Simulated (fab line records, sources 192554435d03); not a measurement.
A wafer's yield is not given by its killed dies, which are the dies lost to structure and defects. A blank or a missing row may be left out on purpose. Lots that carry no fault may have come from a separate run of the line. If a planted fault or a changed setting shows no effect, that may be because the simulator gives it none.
fab line records + flow n5_finfet
record:
- lots: 4
- wafers: 10
- last_day: 20
route steps=1938 shown MOL_CONTACT_COAG@623 BEOL_M0_SAQP@632 BEOL_M0@715 BEOL_M4@1111
lots that met no fault: taken from a fault-free run of the same line
start_h: the number of hours between the record's first day and the start of the first shown wafer of the lot + wait_h: time in hours since the lot's previous step + " repeats the value in the row above + L1.1+2: a row that stands for several wafers + - no value, or no start was given + * or withheld: withheld + < > ~ a bound
route shown NAME@n: a module of which the file shows steps, and the number in the route of the first + usual: mean/standard deviation taken from wafers without a fault + same: alike in all rows + chamber/n: place in a boat + sites: per-site readings + _std_site: standard deviation across them + _edge_site: the outer-site mean with the inner-site mean subtracted + radius_mm: how far each site lies from the wafer's centre + mask NAME#n: copy n + behind: the most recent tool/chamber to have shaped the wafer + hold: why the lot was held/for how many hours/how that ended + device: the n, p or np transistor that did not switch + end of line: the tests these same wafers got at the end of their route + a step without rows: its recipe alone + killed: count of dies lost to structure and defects at first sort (not the wafer's yield) + map: a wafer's dies, x killed, . not, _ none there
set.NAME: the run value of the setting; set.NAME@STEP: its run value at that earlier step + model.NAME: the simulator's own value behind a step, which no gauge read
lots at some steps of the route; a table a step, a row a wafer
services: the hour from which a tool's chamber was out of use, counted from the record's first day as start_h (under 0 if before that day), plus the number of hours and why
== steps ==
step: N5_MOL_CONTACT_COAG_PRE_CLEAN_121
recipe:
- gas: H2/He
- time_s: *
- temp_c: withheld
step: N5_MOL_CONTACT_COAG_CVD_140
recipe:
- material: W
- target_thk_a: 665
- mode: selective_fill
- temp_c: 300
- time_s: 215
step: N5_MOL_CONTACT_COAG_PRECLEAN_127
recipe:
- chemistry: DIW
- time_s: 57.5
- temp_c: 23
step: N5_MOL_CONTACT_COAG_SRD_128
recipe:
- dry_time_s: 32
- dry: n2_spin
- spin_rpm: 1500
step: N5_MOL_CONTACT_COAG_CMP_52
recipe:
- stop_on: SiO2
- t_overpolish_s: 1.5
- post_cmp_clean: w_dilute_nh4oh
- down_force_psi: 4
- platen_rpm: 50.289
- pad_velocity_m_s: 1.0006
- target_thk_nm: 66.5
step: N5_MOL_CONTACT_COAG_ANNEAL_112
recipe:
- temp_c: 400
- time_s: 1800
- ambient: HPD2
- pressure_atm: 10
step: N5_BEOL_M0_SAQP_PECVD_00
recipe:
- material: SiCN
- target_thk_a: 80
- temp_c: withheld
- precursor: 3MS/NH3
- pressure_torr: 3
- rf_w: 202
- time_s: 14
step: N5_BEOL_M0_SAQP_ILD_DEP_01
recipe:
- material: SiOC
- target_thk_a: 454.19
- temp_c: 350
- precursor: DEMS/O2
- pressure_torr: 5
- rf_w: 500
- time_s: 8.7
step: N5_BEOL_M0_SAQP_HM_DEP_02
recipe:
- material: TiN
- target_thk_a: 120
- temp_c: 25
- chamber_pressure_pa: 0.49996
step: N5_BEOL_M0_SAQP_PECVD_03
recipe:
- material: SiCN
- target_thk_a: 120
- temp_c: withheld
- precursor: 3MS/NH3
- pressure_torr: 3
- rf_w: 202
- time_s: 21.1
usual:
- run_length_s: 51.4/0.53
- showerhead_plenum_p_Torr: 3.662/0.013
- throttle_valve_pct: 9.0/0.59
| lot.wafer | tool     | chamber | start_h | wait_h | run_length_s | showerhead_plenum_p_Torr | throttle_valve_pct | model.SiCN_of_BEOL_M0_SAQP_PECVD_03.thk_nm |
|-----------|----------|---------|---------|--------|--------------|--------------------------|--------------------|--------------------------------------------|
| L613.1    | pecvd-03 | 1       | 140.90  | 0.1    | 51.8         | 3.672                    | 9.8                | 12                                         |
| L613.5    | "        | 2       | "       | "      | 51.0         | 3.647                    | 8.2                | 12.2                                       |
| L613.6    | "        | 0       | "       | "      | 51.1         | 3.670                    | 8.6                | 12.2                                       |
| L621.4    | pecvd-03 | 0       | 182.94  | 0.1    | 57.6         | 3.664                    | 8.6                | 16                                         |
| L621.6    | "        | 1       | "       | "      | 51.5         | 3.677                    | 9.6                | 12.2                                       |
| L622.2    | pecvd-03 | 0       | 186.22  | 0.1    | 50.7         | 3.672                    | 9.0                | 12                                         |
| L622.4    | "        | 0       | "       | "      | 57.7         | 3.672                    | 8.8                | 15.4                                       |
| L630.1    | pecvd-01 | 0       | 239.08  | 0.1    | 51.1         | 3.640                    | 9.8                | 11.8                                       |
| L630.5    | "        | 1       | "       | "      | 51.8         | 3.675                    | 9.4                | 11.8                                       |
| L630.6    | "        | 0       | "       | "      | 51.6         | 3.640                    | 9.7                | 11.6                                       |
step: N5_BEOL_M0_SAQP_PECVD_96
recipe:
- material: a-Si
- target_thk_a: 450
- temp_c: 350
- precursor: SiH4/He
- pressure_torr: 3
- rf_w: 100
- time_s: 45.2
step: N5_BEOL_M0_SAQP_PECVD_97
recipe:
- material: SiNx
- target_thk_a: 230
- temp_c: 350
- precursor: SiH4/NH3/N2
- pressure_torr: 1.5
- rf_w: 300
- time_s: 19.9
step: N5_BEOL_M0_SAQP_PECVD_04
recipe:
- material: a-Si
- target_thk_a: 600
- temp_c: 350
- precursor: SiH4/He
- pressure_torr: 3
- rf_w: 100
- time_s: 60.2
step: N5_BEOL_M0_SAQP_HM_DEP_111
recipe:
- material: SiO2
- target_thk_a: 120
- temp_c: 400
- precursor: SiH4/N2O
- pressure_torr: 0.75
- rf_w: 275
- time_s: 7.2
step: N5_BEOL_M0_SAQP_COAT_81
recipe:
- resist: SOC
- temp_c: 250
- time_s: 60
- spin_rpm: 1500
- resist_thk_nm: 100
step: N5_BEOL_M0_SAQP_COAT_82
recipe:
- resist: SiARC
- temp_c: 220
- time_s: 60
- spin_rpm: 1500
- resist_thk_nm: 30
step: N5_BEOL_M0_SAQP_COAT_08
recipe:
- resist: CAR-ArF
- spin_rpm: 1500
- resist_thk_nm: 90
step: N5_BEOL_M0_SAQP_EBR_10
recipe:
- solvent: PGMEA
- ebr_width_mm: 1.5
step: N5_BEOL_M0_SAQP_SOFTBAKE_09
recipe:
- temp_c: 110
- time_s: 60
- resist: CAR-ArF
step: N5_BEOL_M0_SAQP_EXPOSE_11
recipe:
- mask_id: M0_CORE
- na: 1.35
- source_shape: dipole
- sigma_inner: 0.538
- sigma_outer: 0.738
- polarization: te
- target_cd_nm: 42
- dose_mj: 55
step: N5_BEOL_M0_SAQP_PEB_12
recipe:
- peb_temp_c: withheld
- peb_time_s: 60
- resist: CAR-ArF
step: N5_BEOL_M0_SAQP_DEVELOP_13
recipe:
- develop_time_s: 30
- developer: TMAH
- resist: CAR-ArF
- dev_temp_c: 23
- rinse_liquid: diw
- dry: air_spin
step: N5_BEOL_M0_SAQP_DESCUM_19
recipe:
- chemistry: O2
- time_s: 7.9
- source_power_w: 50
- bias_power_w: 20
- pressure_mtorr: 20
- rf_frequency_hz: 2.712e+07
- temp_c: 40
- resist: CAR-ArF
- o2_flow_sccm: 225
step: N5_BEOL_M0_SAQP_ETCH_83
recipe:
- chemistry: CF4
- target: SiARC
- target_depth_a: 390
- mask_material: CAR-ArF
- time_s: 65
- ion_energy_ev: 80
- pressure_mtorr: 40
- source_w: 545
- bias_w: 36
- Ar_flow_sccm: 100
- cf4_flow_sccm: 100
- ends: cleared
step: N5_BEOL_M0_SAQP_ETCH_84
recipe:
- chemistry: N2/H2
- target: SOC
- target_depth_a: 1000
- overetch_a: 200
- mask_material: SiARC
- temp_c: 40
- time_s: 150
- ion_energy_ev: 200
- pressure_mtorr: 30
- source_w: 840
- bias_w: 150
- n2_flow_sccm: 200
- h2_flow_sccm: 200
step: N5_BEOL_M0_SAQP_STRIP_80
recipe:
- chemistry: N2/H2
- temp_c: 40
- n2_flow_sccm: 200
- h2_flow_sccm: 200
- rf_frequency_hz: 6e+07
step: N5_BEOL_M0_SAQP_HM_OPEN_112
recipe:
- chemistry: CHF3/O2
- target: SiO2
- stop_on: a-Si
- target_depth_a: 120
- over_etch_frac: 1.25
- mask_material: SOC
- time_s: 13.5
- pressure_mtorr: 30
- source_w: 650
- bias_w: 170
- Ar_flow_sccm: 200
- CHF3_flow_sccm: 50
- O2_flow_sccm: 5
- ion_energy_ev: 200
- ends: end_point
step: N5_BEOL_M0_SAQP_STRIP_113
recipe:
- chemistry: CHF3/O2
- resist: SiARC
- rf_frequency_hz: 6e+07
step: N5_BEOL_M0_SAQP_MANDREL_ETCH_20
recipe:
- target_depth_a: 600
- chemistry: HBr/Cl2
- target: a-Si
- stop_on: SiNx
- bt_time_s: 10
- mask_material: SOC
- over_etch_frac: 0.5
- time_s: 30
- pressure_mtorr: 10
- icp_w: 800
- bias_w: 75
- HBr_flow_sccm: 150
- Cl2_flow_sccm: 80
- ends: end_point
step: N5_BEOL_M0_SAQP_STRIP_86
recipe:
- chemistry: N2/H2
- power_w: 500
- temp_c: 40
- pressure_mtorr: 50
- rf_frequency_hz: 6e+07
- overash_fraction: 0.3
- bias_power_w: 28
- h2_frac: 0.5
- n2_flow_sccm: 300
- h2_flow_sccm: 300
step: N5_BEOL_M0_SAQP_STRIP_115
recipe:
- chemistry: post_etch_residue_remover
- time_s: 60
- temp_c: 25
- remover_ph: withheld
- remover_water_wt_pct: withheld
- remover_fluoride_wt_pct: withheld
step: N5_BEOL_M0_SAQP_SRD_93
recipe:
- dry: ipa_marangoni
- time_s: 30
- temp_c: 23
- rinse_liquid: diw
step: N5_BEOL_M0_SAQP_RECESS_114
recipe:
- chemistry: HF/NH3
- target: SiO2
- target_depth_a: 144
- afs_cycles: 3
- temp_c: 30
- sublimation_temp_c: 180
- sublimation_time_s: 60
step: N5_BEOL_M0_SAQP_SPACER1_ALD_98
recipe:
- material: SiO2
- target_thk_a: 128
- temp_c: 300
- ald_precursor_family: BDEAS
- ald_co_reactant: O2-plasma
- pulse_time_s: 1
- purge_time_s: 2
- co_reactant_purge_time_s: 2
- ald_cycles: 138
- pressure_torr: 2
step: N5_BEOL_M0_SAQP_SPACER1_ETCHBACK_99
recipe:
- chemistry: CHF3/O2
- mode: anisotropic_etchback
- target: SiO2
- target_depth_a: 154
- time_s: 7.7
- pressure_mtorr: 30
- source_w: 650
- bias_w: 170
- Ar_flow_sccm: 200
- CHF3_flow_sccm: 50
- O2_flow_sccm: 5
- ion_energy_ev: 200
step: N5_BEOL_M0_SAQP_RECESS_109
recipe:
- chemistry: HF/NH3
- target: SiO2
- target_depth_a: 30
- afs_cycles: 1
- temp_c: 30
- sublimation_temp_c: 180
- sublimation_time_s: 60
usual:
- drypump_motor_current_A: 5.2/0.45
same:
- afs_cycles: 1
| lot.wafer | tool          | chamber | start_h | wait_h | drypump_motor_current_A | model.SiCN_of_BEOL_M0_SAQP_PECVD_03.thk_nm |
|-----------|---------------|---------|---------|--------|-------------------------|--------------------------------------------|
| L613.1    | vapor_etch-02 | 1       | 144.35  | 0.0    | 5.1                     | 8.6                                        |
| L613.5    | "             | 1       | "       | "      | 5.1                     | 8.6                                        |
| L613.6    | "             | 0       | "       | "      | 5.9                     | 8.6                                        |
| L621.4    | vapor_etch-01 | 0       | 186.47  | 0.1    | 4.9                     | 12.6                                       |
| L621.6    | "             | 1       | "       | "      | 4.9                     | 8.8                                        |
| L622.2    | vapor_etch-02 | 1       | 189.55  | 0.0    | 5.1                     | 8.4                                        |
| L622.4    | "             | 1       | "       | "      | 5.1                     | 12                                         |
| L630.1    | vapor_etch-01 | 0       | 243.17  | 0.0    | 4.9                     | 8.2                                        |
| L630.5    | "             | 0       | "       | "      | 4.9                     | 8.2                                        |
| L630.6    | "             | 1       | "       | "      | 4.8                     | 8                                          |
step: N5_BEOL_M0_ETCH_138
recipe:
- chemistry: CH3F/O2
- target_depth_a: 120
- target: SiCN
- time_s: 31.6
- ion_energy_ev: 120
- pressure_mtorr: 30
- source_w: 395
- bias_w: 75
- Ar_flow_sccm: 150
- CH3F_flow_sccm: 30
- O2_flow_sccm: 20
- ends: cleared
usual:
- bias_w: 74.97/0.21
- drypump_motor_current_A: 5.6/0.5
- etch_rf_on_time_s: 28.7/0.92
- mfc_ar_sccm: 149.9/0.46
- oes_product_au: 0.66/0.069
- rf_vpp_V: 297.2/1.4
- showerhead_plenum_p_Torr: 2.00/0.052
- throttle_valve_pct: 16.19/0.2
| lot.wafer | tool        | chamber | start_h | wait_h | bias_w | drypump_motor_current_A | etch_rf_on_time_s | mfc_ar_sccm | oes_product_au | rf_hours_counter_h | rf_vpp_V | showerhead_plenum_p_Torr | throttle_valve_pct | model.etch.depth_nm |
|-----------|-------------|---------|---------|--------|--------|-------------------------|-------------------|-------------|----------------|--------------------|----------|--------------------------|--------------------|---------------------|
| L613.1    | rie_diel-05 | 3       | 147.31  | 0.0    | 74.80  | 5.2                     | 30.1              | 150.4       | 0.81           | 7                  | 295.8    | 1.96                     | 15.98              | 8.509               |
| L613.5    | "           | 3       | "       | "      | 74.44  | 5.3                     | 30.3              | 149.5       | 0.82           | -                  | 297.8    | 1.96                     | 15.97              | 8.638               |
| L613.6    | "           | 2       | "       | "      | 75.20  | 5.4                     | 29.4              | 149.5       | 0.65           | -                  | 295.1    | 2.03                     | 16.05              | 8.612               |
| L621.4    | rie_diel-01 | 0       | 189.81  | 0.0    | 75.03  | 5.5                     | 31.4              | 149.6       | 0.62           | 192                | 297.8    | 2.00                     | 16.47              | 9.231               |
| L621.6    | "           | 0       | "       | "      | 75.04  | 5.5                     | 30.0              | 149.7       | 0.62           | -                  | 296.1    | 2.00                     | 16.46              | 8.841               |
| L622.2    | rie_diel-05 | 1       | 192.77  | 0.0    | 74.77  | 6.4                     | 29.4              | 150.4       | 0.74           | 36                 | 296.8    | 1.96                     | 15.93              | 8.446               |
| L622.4    | "           | 0       | "       | "      | 74.99  | 5.3                     | 31.6              | 149.7       | 0.67           | 102                | 298.3    | 2.02                     | 16.19              | 9.231               |
| L630.1    | rie_diel-01 | 0       | 246.71  | 0.0    | 74.91  | 5.5                     | 28.1              | 150.5       | 0.59           | 213                | 297.1    | 2.00                     | 16.51              | 8.128               |
| L630.5    | "           | 3       | "       | "      | 74.96  | 5.6                     | 29.0              | 149.7       | 0.69           | -                  | 298.1    | 1.94                     | 15.93              | 8.278               |
| L630.6    | "           | 0       | "       | "      | 74.76  | 5.5                     | 27.5              | 149.8       | 0.59           | -                  | 297.4    | 2.00                     | 16.50              | 8.037               |
step: N5_BEOL_M0_ETCH_128
recipe:
- chemistry: CF4/N2
- target_depth_a: 120
- overetch_a: 51
- target: SiCN
- time_s: 21.4
- ion_energy_ev: 150
- pressure_mtorr: 40
- source_w: 430
- bias_w: 70
- Ar_flow_sccm: 100
- cf4_flow_sccm: 60
- n2_flow_sccm: 60
usual:
- bias_w: 70.01/0.2
- drypump_motor_current_A: 5.6/0.53
- mfc_ar_sccm: 100.02/0.26
- oes_product_au: 0.53/0.052
- rf_vpp_V: 382.2/1.5
- showerhead_plenum_p_Torr: 2.21/0.05
- throttle_valve_pct: 15.28/0.16
| lot.wafer | tool        | chamber | start_h | wait_h | bias_w | drypump_motor_current_A | mfc_ar_sccm | oes_product_au | rf_hours_counter_h | rf_vpp_V | showerhead_plenum_p_Torr | throttle_valve_pct | model.etch.depth_nm |
|-----------|-------------|---------|---------|--------|--------|-------------------------|-------------|----------------|--------------------|----------|--------------------------|--------------------|---------------------|
| L613.1    | rie_diel-05 | 0       | 150.94  | 0.0    | 69.92  | 5.3                     | 100.25      | 0.55           | 93                 | 384.0    | 2.23                     | 15.30              | 8.509               |
| L613.5    | "           | 1       | "       | "      | 69.97  | 6.4                     | 100.41      | 0.61           | -                  | 381.3    | 2.18                     | 15.07              | 8.638               |
| L613.6    | "           | 0       | "       | "      | 70.01  | 5.3                     | 100.17      | 0.55           | -                  | 382.5    | 2.23                     | 15.32              | 8.612               |
| L621.4    | rie_diel-04 | 1       | 191.00  | 0.4    | 70.02  | 6.4                     | 100.01      | 0.74           | 33                 | 382.9    | 2.25                     | 15.43              | 12.59               |
| L621.6    | "           | 2       | "       | "      | 70.46  | 4.9                     | 100.03      | 0.53           | -                  | 381.6    | 2.21                     | 15.09              | 8.841               |
| L622.2    | rie_diel-05 | 0       | 194.07  | 0.0    | 69.94  | 5.3                     | 100.17      | 0.54           | 102                | 384.8    | 2.23                     | 15.33              | 8.446               |
| L622.4    | "           | 2       | "       | "      | 69.61  | 5.4                     | 100.01      | 0.62           | 139                | 382.6    | 2.22                     | 15.17              | 12.04               |
| L630.1    | rie_diel-01 | 1       | 249.96  | 1.0    | 69.97  | 5.1                     | 99.92       | 0.49           | 185                | 385.0    | 2.29                     | 15.44              | 8.128               |
| L630.5    | "           | 3       | "       | "      | 69.93  | 5.6                     | 99.76       | 0.56           | -                  | 380.8    | 2.15                     | 15.13              | 8.278               |
| L630.6    | "           | 0       | "       | "      | 69.47  | 5.5                     | 99.54       | 0.47           | -                  | 381.1    | 2.20                     | 15.60              | 8.037               |
step: N5_BEOL_M4_RC_MEAS_101
usual:
- DIBL_N: 37.1/2.6
- DIBL_P: 38/3
- IOFF_N: 0.18/0.052
- IOFF_P: 0.25/0.06
- ION_N: 678/15
- ION_P: 467/8.6
- SS_N: 71.7/0.73
- SS_P: 73.7/0.89
- VT_N: 249/4.3
- VT_P: -248/3.8
| lot.wafer | tool      | chamber | start_h | wait_h | DIBL_N[mV/V] | DIBL_P[mV/V] | IOFF_N[nA/um] | IOFF_P[nA/um] | ION_N[uA/um] | ION_P[uA/um] | SS_N[mV/dec] | SS_P[mV/dec] | VT_N[mV] | VT_P[mV] |
|-----------|-----------|---------|---------|--------|--------------|--------------|---------------|---------------|--------------|--------------|--------------|--------------|----------|----------|
| L613.1    | prober-02 | 0       | 272.96  | 0.0    | 36.6         | 38           | 0.17          | 0.27          | 669          | 466          | 71.8         | 73.7         | 250      | -247     |
| L613.5    | "         | 0       | "       | "      | 31.1         | 30           | 0.09          | 0.16          | 638          | 451          | 71.0         | 71.6         | 261      | -254     |
| L613.6    | "         | 0       | "       | "      | 35.8         | 35           | 0.15          | 0.22          | 666          | 465          | 71.7         | 73.3         | 252      | -250     |
| L622.2    | prober-02 | 0       | 316.20  | 0.2    | 35.2         | 36           | 0.15          | 0.21          | 671          | 457          | 72.2         | 73.5         | 249      | -252     |
| L622.4    | "         | 0       | "       | "      | 33.3         | 34           | 0.11          | 0.17          | 652          | 459          | 71.0         | 72.6         | 257      | -252     |
| L621.4    | prober-02 | 0       | 323.58  | 0.5    | 35.6         | 33           | 0.13          | 0.18          | 667          | 457          | 72.0         | 73.3         | 253      | -254     |
| L621.6    | "         | 0       | "       | "      | 38.1         | 36           | 0.18          | 0.21          | 687          | 464          | 72.2         | 73.5         | 251      | -254     |
| L630.1    | prober-02 | 0       | 367.66  | 0.0    | 35.7         | 37           | 0.16          | 0.21          | 676          | 466          | 71.6         | 73.2         | 247      | -249     |
| L630.5    | "         | 0       | "       | "      | 40.8         | 43           | 0.26          | 0.33          | 675          | 463          | 73.7         | 74.7         | 246      | -245     |
| L630.6    | "         | 0       | "       | "      | 35.8         | 37           | 0.18          | 0.23          | 694          | 475          | 70.6         | 74.2         | 249      | -246     |
== services ==
| tool        | chamber | start_h | hours | kind                          |
|-------------|---------|---------|-------|-------------------------------|
| pecvd-01    | 0       | 119.40  | 5.5   | scheduled_down                |
| rie_diel-01 | -       | 123.84  | 1.0   | repair                        |
| rie_diel-04 | 0       | 130.04  | 8.7   | repair                        |
| rie_diel-01 | -       | 147.93  | 0.5   | repair                        |
| pecvd-01    | 2       | 169.92  | 2.1   | scheduled_down                |
| rie_diel-05 | -       | 177.06  | 2.8   | pm                            |
| rie_diel-05 | -       | 188.93  | 0.2   | repair                        |
| pecvd-03    | 2       | 202.38  | -     | clean                         |
| pecvd-03    | 2       | 202.38  | -     | consumable_replace:showerhead |
| pecvd-03    | 2       | 202.38  | 29.0  | scheduled_down                |
| pecvd-03    | 2       | 202.38  | 29.0  | vent_cycle                    |
| rie_diel-04 | 3       | 206.48  | 9.8   | repair                        |
| rie_diel-01 | 0       | 208.40  | 5.3   | repair                        |
| rie_diel-05 | -       | 208.65  | 0.6   | repair                        |
| rie_diel-01 | 3       | 226.33  | 4.3   | repair                        |
| rie_diel-05 | 1       | 232.14  | 1.4   | repair                        |
| pecvd-03    | 2       | 238.13  | 4.2   | repair                        |
| rie_diel-01 | 2       | 238.47  | -     | clean                         |
| rie_diel-01 | 2       | 238.47  | -     | consumable_replace:focus_ring |
| rie_diel-01 | 2       | 238.47  | -     | consumable_replace:showerhead |
| rie_diel-01 | 2       | 238.47  | 17.9  | scheduled_down                |
| rie_diel-01 | 2       | 238.47  | 17.9  | vent_cycle                    |
| pecvd-03    | 0       | 248.51  | 5.5   | scheduled_down                |
== key ==
first_sign:
- step: N5_BEOL_M0_SAQP_PECVD_03
- reading: run_length_s
- direction: up
- sigmas: 12
- usual: *
- struck: *
effect none on later readings
model_effect:
- step: N5_BEOL_M0_SAQP_PECVD_03
- value: SiCN_of_BEOL_M0_SAQP_PECVD_03.thk_nm
- without: 12.1
- struck: 15.7
model_effect:
- step: N5_BEOL_M0_SAQP_RECESS_109
- value: SiCN_of_BEOL_M0_SAQP_PECVD_03.thk_nm
- without: 8.6
- struck: 12.3
model_effect:
- step: N5_BEOL_M0_ETCH_138
- value: etch.depth_nm
- without: 8.588
- struck: 9.231
model_effect:
- step: N5_BEOL_M0_ETCH_128
- value: etch.depth_nm
- without: 8.588
- struck: 12.31
met_at N5_BEOL_M0_SAQP_PECVD_03
struck_wafers L621.4,L622.4
onset_between 140.90 182.94
fault:
- kind: process_parameter_drift
- tool: pecvd-03
- chamber: -
- onset_h: 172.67
- steps: N5_BEOL_M0_SAQP_PECVD_03
- channel: time_s
- offset: *
- shape: step
- end_h: 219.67
- scope: struck_wafers_only
- acts_in: *
- stated: *
